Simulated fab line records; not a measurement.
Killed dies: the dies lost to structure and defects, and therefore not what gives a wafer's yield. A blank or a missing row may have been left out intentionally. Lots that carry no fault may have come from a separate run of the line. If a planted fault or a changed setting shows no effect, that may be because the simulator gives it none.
Struck lot and sound lot, side by side + flow nand harc + 15 steps out of a route of 1159
Sound: these wafers, L717.1, L717.2, L717.3. Struck: wafers L722.2, L722.4. (L722.5 of the same lot was not struck and is left out.) The cause comes at the end.
At each step with rows: each side's tool, then ch and its chambers, then its first start. Under that, the readings that differ: sound wafers + struck wafers + difference of the means + sigmas: that difference in standard deviations of wafers without a fault.
alike: same words and numbers on both sides, and readings whose means sit less than 2 such deviations apart. not compared: any withheld reading, any reading some wafer has no value for, any bound like >300 that may hide the same value, and any number with overlapping values for which the record gives no deviation.
The two part at a step that has a row with sigmas, a row that says differs or no value, or rows on one side only. Numbers that don't overlap but have no deviation are shown without sigmas and don't part them. A reading that every wafer of one side lacks parts them only if that side has two wafers or more.

first, 8 steps without rows for these wafers: NHARC_P_M2_HMDS_02 (time 30 s); NHARC_P_M2_COAT_34 (time 65 s); NHARC_P_M2_COAT_03 (resist thk 90 nm); NHARC_P_M2_SOFTBAKE_04 (time 55 s); NHARC_P_M2_EBR_05; NHARC_P_M2_EXPOSE_06 (exposes mask P M2, target cd 170 nm); NHARC_P_M2_PEB_07 (peb time 65 s); NHARC_P_M2_DEVELOP_08 (develop time 35 s).
NHARC_P_M2_CD_MEAS_09: the cd target is 170 nm.
  sound on cd sem-02 ch 0, day 6 23:17; struck on cd sem-03 ch 0, day 8 02:14
| reading    | sound             | struck      | difference | sigmas |
|------------|-------------------|-------------|------------|--------|
| cd nm (nm) | 171.2 170.7 171.3 | 169.8 168.3 | -2.0       | -4     |
NHARC_P_M2_OVL_MEAS_10: pitch 340 nm.
  struck on overlay-02, day 8 02:20; sound on overlay-01, day 6 23:22
| reading           | sound          | struck  | difference | sigmas |
|-------------------|----------------|---------|------------|--------|
| overlay x nm (nm) | -1.2 -1.1 -1.1 | 0.7 0.5 | +1.7       | +2     |
| overlay y nm (nm) | -1.4 -1.3 -1.2 | 0.5 0.8 | +2.0       | +3     |
NHARC_P_M2_INSPECT_11:
  struck on defect inspect-01, day 8 02:22; sound on defect inspect-02, day 6 23:25
  alike: raw defect count
NHARC_P_M2_DESCUM_14: chemistry O2, time 3 s.
  sound on rie diel-03 ch 1,2,3, day 6 23:28; struck on rie diel-03 ch 0,1, day 8 02:26
  alike: drypump motor current A, oes product au, rf vpp V, showerhead plenum p Torr, throttle valve pct
  not compared: rf hours counter h
NHARC_P_M2_ETCH_35: etches the open film in N2/H2, target depth 40 nm, overetch 12 nm, time 43.94 s.
  sound on rie diel-03 ch 0,1,2, day 6 23:34; struck on rie diel-03 ch 0,1, day 8 02:31
| reading          | sound             | struck    | difference                    | sigmas |
|------------------|-------------------|-----------|-------------------------------|--------|
| bias w (W)       | 150.6 149.8 150.9 | - -       | no value on the struck wafers |        |
| run length s (s) | 65.9 64.9 65.9    | 54.7 55.6 | -10.4                         | -19    |
  alike: drypump motor current A, oes product au, rf vpp V, showerhead plenum p Torr, throttle valve pct
  not compared: rf hours counter h
NHARC_P_M2_ETCH_15: etches the open film in C4F8/Ar, target depth 182.5 nm, time 91.2 s.
  sound: rie diel-03 ch 0,2,3; struck: rie diel-03 ch 0,1
| reading                | sound | struck | difference | sigmas |
|------------------------|-------|--------|------------|--------|
| rf hours counter h (h) | 4 3 4 | 5 5    | +1         |        |
  alike: bias w, oes product au, rf vpp V, run length s
-- the record jumps here: 14 days lie between the struck wafers' starts before and after (it left off in module P_M2 and takes up again in module END, whose first step shown is number 1159 of the route) --
NHARC_END_SORT_01:
  sound on prober-02 ch 0, day 21 06:58; struck on prober-02 ch 0, day 21 16:16
  alike: defect limited yield, killed at array, killed at other, killed at periphery, killed dies, killed open, killed short, sort_bin_2_pct, sort_bin_3_pct, sort_bin_4_pct, sort n pass, sort rim yield pct, sort yield pct

## WHERE THEY PART
Last at NHARC_P_M2_ETCH_35 as far as this record goes, first at NHARC_P_M2_CD_MEAS_09. Later steps at which nothing parts them and some readings are alike: NHARC_P_M2_ETCH_15, NHARC_END_SORT_01.

WHY: the cause the simulator had injected
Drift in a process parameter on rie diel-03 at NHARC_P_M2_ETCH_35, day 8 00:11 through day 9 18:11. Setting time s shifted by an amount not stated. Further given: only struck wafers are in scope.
